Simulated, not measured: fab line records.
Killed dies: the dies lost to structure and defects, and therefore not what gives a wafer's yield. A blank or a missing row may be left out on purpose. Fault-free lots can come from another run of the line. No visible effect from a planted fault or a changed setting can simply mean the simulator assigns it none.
fab line records	flow nand-harc
record lots=7	wafers=21	last-day=24
route steps=1159 shown A_CONTACT@920
lots with no fault: from the same line, run without faults
start-h: start of the lot's first displayed wafer, in hours after the record's first day	wait-h: time in hours since the lot's previous step	" repeats the value in the row above	L1.1+2: a single row standing in for several wafers	- no value present, or no start provided	* or withheld: withheld	< > ~ a bound
route shown NAME@n: NAME is a module with steps in the file, n the number in the route of the first one	usual: the fault-free wafers' mean and standard deviation	same: alike in all rows	chamber/n: place in a boat	sites: each site's reading	_std_site: their standard deviation	_edge_site: the outer-site mean with the inner-site mean subtracted	radius-mm: for every site, how far away it sits from the centre of the wafer	mask NAME#n: copy n	behind: the most recent tool/chamber to have shaped the wafer	hold: the reason the lot was held/the length of the hold in hours/how it ended	device: names the non-switching transistor (n, p or np)	end of line: tests of these same wafers at the route's end	where a step has no rows: the recipe by itself	killed: not the wafer's yield, but the dies lost to structure and defects at the first sort	map: a wafer's dies, marking killed ones x, the rest . and places with no die _
set.NAME: the setting the step ran with; set.NAME@STEP: the setting that earlier step ran with	model.NAME: the simulator's own value behind a step, which no gauge read
a table for each step, a row for each wafer; lots at some steps of the route
services: a tool's chamber out of use, with start hour (start-h, from the record's first day; less than 0 if before it), hours out, and reason
## steps
# step NHARC_A_CONTACT_ETCH_106
# recipe target-depth-a=600	overetch-a=60	time-s=33	ion-energy-ev=100	cf4-flow-sccm=80	o2-flow-sccm=20	ar-flow-sccm=0	rf-w=300	bias-w=100	chemistry=CF4/O2
# usual drypump-motor-current-A=5.9/0.38	oes_ar_750_au=1.000/0.0049	oes-product-au=1.004/0.01	rf-vpp-V=197.1/1.1	showerhead-plenum-p-Torr=1.30/0.036	throttle-valve-pct=13.397/0.0087
lot.wafer	tool	chamber	start-h	wait-h	drypump-motor-current-A	oes_ar_750_au	oes-product-au	rf-hours-counter-h	rf-vpp-V	showerhead-plenum-p-Torr	throttle-valve-pct
L855.1	rie-diel-06	3	378.81	0.1	5.7	0.991	0.994	23	197.7	1.36	13.404
L855.4	"	0	"	"	5.9	1.001	1.013	-	196.3	1.29	13.395
L855.5	"	1	"	"	5.7	1.000	1.015	-	197.9	1.32	13.400
L864.3	rie-diel-03	1	436.44	0.1	6.0	0.997	0.993	13	196.9	1.27	13.401
L864.4	"	1	"	"	6.0	1.002	1.006	-	196.7	1.27	13.410
L864.6	"	3	"	"	5.3	0.993	1.024	-	198.6	1.30	13.398
L863.1	rie-diel-06	3	451.19	0.1	5.6	1.006	0.993	4	197.9	1.36	13.399
L863.4	"	1	"	"	5.7	1.005	1.026	4	198.0	1.31	13.391
L863.5	"	0	"	"	5.9	1.001	1.015	-	197.4	1.29	13.398
L867.3	rie-diel-03	0	460.78	0.1	6.5	0.998	1.002	22	195.4	1.24	13.410
L867.5	"	3	"	"	5.3	0.997	1.013	-	196.2	1.29	13.384
L867.6	"	0	"	"	6.5	1.000	1.012	-	195.8	1.24	13.404
L868.2	rie-diel-08	0	464.60	0.1	6.2	1.000	0.999	54	196.0	1.25	13.401
L868.1	"	1	"	"	5.9	1.009	1.014	55	196.5	1.28	13.378
L868.6	"	0	"	"	6.2	0.994	1.002	-	196.0	1.25	13.408
L869.3	rie-diel-08	1	467.46	0.1	5.9	0.996	1.001	55	196.6	1.28	13.391
L869.1	"	0	"	"	6.3	1.006	0.993	54	196.7	1.25	13.390
L869.5	"	3	"	"	5.5	1.000	0.991	-	197.2	1.28	13.404
L877.2	rie-diel-06	3	518.70	0.1	5.7	1.000	0.991	20	198.2	1.35	13.392
L877.1	"	2	"	"	6.5	0.996	1.009	16	197.1	1.31	13.414
L877.6	"	3	"	"	5.7	1.000	0.999	-	199.2	1.35	13.386
# step NHARC_A_CONTACT_STRIP_82
# recipe o2-flow-sccm=500	ar-flow-sccm=0	bias-w=0	chemistry=O2
# usual drypump-motor-current-A=5.9/0.38	oes-product-au=1.005/0.013	rf-vpp-V=57.4/0.89	showerhead-plenum-p-Torr=3.43/0.086	throttle-valve-pct=17.037/0.0086
lot.wafer	tool	chamber	start-h	wait-h	drypump-motor-current-A	oes-product-au	rf-hours-counter-h	rf-vpp-V	showerhead-plenum-p-Torr	throttle-valve-pct
L855.1	rie-diel-06	3	-	-	5.7	0.998	23	57.1	3.59	17.037
L855.4	"	3	"	"	5.7	0.999	-	57.3	3.59	17.047
L855.5	"	0	"	"	6.0	1.004	-	57.3	3.42	17.041
L864.3	rie-diel-03	1	-	-	6.0	1.016	13	58.7	3.37	17.049
L864.6	"	0	"	"	6.5	1.006	-	56.5	3.29	17.044
L864.4	"	3	"	"	5.3	1.023	-	58.2	3.43	17.034
L863.1	rie-diel-06	0	-	-	6.0	1.034	4	56.7	3.42	17.043
L863.4	"	1	"	"	5.7	1.028	4	57.9	3.48	17.026
L863.5	"	0	"	"	6.0	1.018	-	57.9	3.42	17.059
L867.3	rie-diel-03	3	-	-	5.3	1.017	22	58.2	3.43	17.031
L867.6	"	3	"	"	5.3	1.016	-	58.4	3.43	17.039
L867.5	"	0	"	"	6.5	1.025	-	58.3	3.28	17.036
L868.2	rie-diel-08	0	-	-	6.3	0.998	54	56.8	3.30	17.038
L868.1	"	3	"	"	5.5	0.988	52	56.7	3.40	17.018
L868.6	"	3	"	"	5.5	0.994	-	57.6	3.40	17.032
L869.1	rie-diel-08	3	-	-	5.6	0.995	53	54.9	3.40	17.041
L869.3	"	0	"	"	6.2	0.988	54	58.1	3.30	17.029
L869.5	"	3	"	"	5.5	0.988	-	57.2	3.40	17.030
L877.2	rie-diel-06	2	-	-	6.6	1.003	16	57.4	3.46	17.033
L877.1	"	0	"	"	5.9	1.013	19	59.0	3.41	17.025
L877.6	"	1	"	"	5.7	1.020	-	58.0	3.47	17.048
# step NHARC_A_CONTACT_STRIP_83
# recipe time-s=600	temp-c=30	chemistry=post-etch-residue-remover
# step NHARC_A_CONTACT_DEP_84
# recipe target-thk-a=20000	temp-c=400	material=aC
# usual throttle-valve-pct=34.999/0.0088
lot.wafer	tool	chamber	start-h	wait-h	throttle-valve-pct
L855.1	acl-dep-03	0	381.85	-	35.019
L855.4	"	0	"	"	34.991
L855.5	"	0	"	"	34.996
L864.3	acl-dep-02	0	437.86	-	35.001
L864.4	"	0	"	"	35.004
L864.6	"	0	"	"	35.002
L863.1	acl-dep-03	0	453.93	-	34.991
L863.4	"	0	"	"	34.994
L863.5	"	0	"	"	34.998
L867.3	acl-dep-01	0	464.20	-	34.994
L867.5	"	0	"	"	34.998
L867.6	"	0	"	"	35.011
L868.1	acl-dep-02	0	465.31	-	34.999
L868.2	"	0	"	"	34.989
L868.6	"	0	"	"	35.011
L869.1	acl-dep-03	0	468.65	-	34.998
L869.3	"	0	"	"	34.992
L869.5	"	0	"	"	34.993
L877.1	acl-dep-02	0	520.79	-	35.005
L877.2	"	0	"	"	35.005
L877.6	"	0	"	"	34.995
# step NHARC_A_CONTACT_DEP_85
# recipe target-thk-a=500	target-thk-nm=50	temp-c=400	pressure-torr=3.5	flow-sccm=200	rf-w=350	material=SiON
# usual chamber-pressure-Torr=3.500/0.0081	heater-power-w=796/93	showerhead-vpp-V=1164/54
lot.wafer	tool	chamber	start-h	wait-h	chamber-pressure-Torr	heater-power-w	showerhead-vpp-V
L855.1	pecvd-02	1	383.16	1.1	3.500	730	1130
L855.4	"	0	"	"	3.498	952	1198
L855.5	"	1	"	"	3.511	737	1124
L864.3	pecvd-04	0	438.72	0.7	3.497	653	1157
L864.4	"	1	"	"	3.498	763	1144
L864.6	"	2	"	"	3.509	720	1207
L863.1	pecvd-02	1	455.21	1.1	3.501	785	1139
L863.5	"	1	"	"	3.498	788	1145
L863.4	"	0	"	"	3.490	999	1206
L867.3	pecvd-02	1	465.09	0.7	3.501	840	1135
L867.6	"	1	"	"	3.516	864	1123
L867.5	"	2	"	"	3.508	810	1259
L868.2	pecvd-02	0	466.57	0.8	3.508	899	1203
L868.1	"	2	"	"	3.499	901	1265
L868.6	"	1	"	"	3.501	757	1146
L869.1	pecvd-01	2	470.04	1.2	3.504	840	1138
L869.3	"	1	"	"	3.498	773	1093
L869.5	"	1	"	"	3.507	796	1089
L877.1	pecvd-01	2	522.32	1.3	3.496	943	1097
L877.2	"	0	"	"	3.512	776	1131
L877.6	"	0	"	"	3.502	779	1136
# step NHARC_A_CONTACT_DEHYDRATE_00
# recipe temp-c=150	time-s=120
# step NHARC_A_CONTACT_HMDS_01
# recipe time-s=30
# step NHARC_A_CONTACT_COAT_86
# recipe temp-c=260	time-s=75
# step NHARC_A_CONTACT_COAT_87
# recipe temp-c=225	time-s=65
# step NHARC_A_CONTACT_COAT_02
# recipe spin-rpm=1500	resist-thk-nm=90
# step NHARC_A_CONTACT_SOFTBAKE_03
# recipe temp-c=105	time-s=55
# step NHARC_A_CONTACT_EBR_04
# step NHARC_A_CONTACT_EXPOSE_05
# recipe na=1.35	sigma-outer=0.8	dose-mj=84.24	mask-id=A_CC
# usual exposure-dose-mJ-cm2=84.22/0.088	focus-offset-nm=0.1/0.58
lot.wafer	tool	chamber	start-h	wait-h	mask	exposure-dose-mJ-cm2	focus-offset-nm
L855.1	arfi-scanner-02	0	383.69	-	A_CC#0	84.12	-0.8
L855.4	"	0	"	"	A_CC#0	84.09	-0.5
L855.5	"	0	"	"	A_CC#0	84.18	-0.6
L864.3	arfi-scanner-01	0	439.35	-	A_CC#0	84.21	0.2
L864.4	"	0	"	"	A_CC#0	84.31	-0.5
L864.6	"	0	"	"	A_CC#0	84.17	0.7
L863.1	arfi-scanner-02	0	455.79	-	A_CC#0	84.13	-0.4
L863.4	"	0	"	"	A_CC#0	84.28	-0.3
L863.5	"	0	"	"	A_CC#0	84.25	0.2
L867.3	arfi-scanner-02	-	465.65	-	A_CC#0	-	-
L867.5	"	-	"	"	A_CC#0	-	-
L867.6	"	-	"	"	A_CC#0	-	-
L868.1	arfi-scanner-02	-	467.02	-	A_CC#0	-	-
L868.2	"	-	"	"	A_CC#0	-	-
L868.6	"	-	"	"	A_CC#0	-	-
L869.1	arfi-scanner-03	-	470.62	-	A_CC#0	-	-
L869.3	"	-	"	"	A_CC#0	-	-
L869.5	"	-	"	"	A_CC#0	-	-
L877.1	arfi-scanner-02	0	522.90	-	A_CC#0	84.42	0.1
L877.2	"	0	"	"	A_CC#0	84.40	-0.5
L877.6	"	0	"	"	A_CC#0	84.40	-0.9
# step NHARC_A_CONTACT_PEB_06
# recipe peb-temp-c=100	peb-time-s=65
## services
tool	chamber	start-h	hours	kind
pecvd-02	2	359.66	11.2	repair
rie-diel-06	2	363.74	8.6	repair
arfi-scanner-02	-	364.30	4.1	repair
arfi-scanner-01	-	368.00	4.0	pm
pecvd-04	-	372.34	0.7	repair
pecvd-01	0	372.73	8.4	repair
rie-diel-06	2	372.95	7.0	repair
pecvd-04	-	376.42	13.0	pm
rie-diel-03	-	392.49	9.0	pm
arfi-scanner-03	-	397.32	0.9	repair
pecvd-04	0	398.42	2.6	repair
acl-dep-03	-	405.05	13.0	pm
rie-diel-08	3	412.25	7.3	repair
pecvd-01	-	418.00	13.0	pm
rie-diel-06	-	418.25	9.0	pm
rie-diel-08	0	425.33	4.7	repair
arfi-scanner-02	-	428.00	4.0	pm
pecvd-01	-	454.81	1.0	repair
rie-diel-08	2	457.24	16.9	repair
rie-diel-08	-	478.95	9.0	pm
pecvd-02	-	483.35	0.3	repair
rie-diel-06	2	496.83	10.5	repair
rie-diel-08	0	501.98	4.2	repair
pecvd-02	-	515.23	13.0	pm
## key
first-sign step=NHARC_A_CONTACT_EXPOSE_05	reading=tool-record	direction=missing
effect none on later readings
met-at NHARC_A_CONTACT_EXPOSE_05
struck-wafers L867.3,L867.5,L867.6,L868.1,L868.2,L868.6,L869.1,L869.3,L869.5
later-rows-left-out L867.3,L867.5,L867.6,L868.1,L868.2,L868.6,L869.1,L869.3,L869.5
sort-left-out L867.3,L867.5,L867.6,L868.1,L868.2,L868.6,L869.1,L869.3,L869.5
tester-left-out L867,L868,L869
onset-between 455.79 465.65
fault kind=skipped-step-whole	tool=arfi-scanner-02,arfi-scanner-03	chamber=-	onset-h=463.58	steps=NHARC_A_CONTACT_EXPOSE_05	scope=struck-lots-only
# tester-left-out: of these lots the tester's yield and bins aren't shown, on N5 and GAA mostly nor the transistor test; their killed dies are dies lost to structure and defects alone, not to doping, threshold or leakage, so they don't give the yield
# sort-left-out: the simulated sort isn't trusted on such a fault, so these wafers' sort isn't shown, and their yield isn't known
# later-rows-left-out: the simulator's readings of these wafers behind a module that went badly wrong aren't trusted and aren't shown, but for the sort
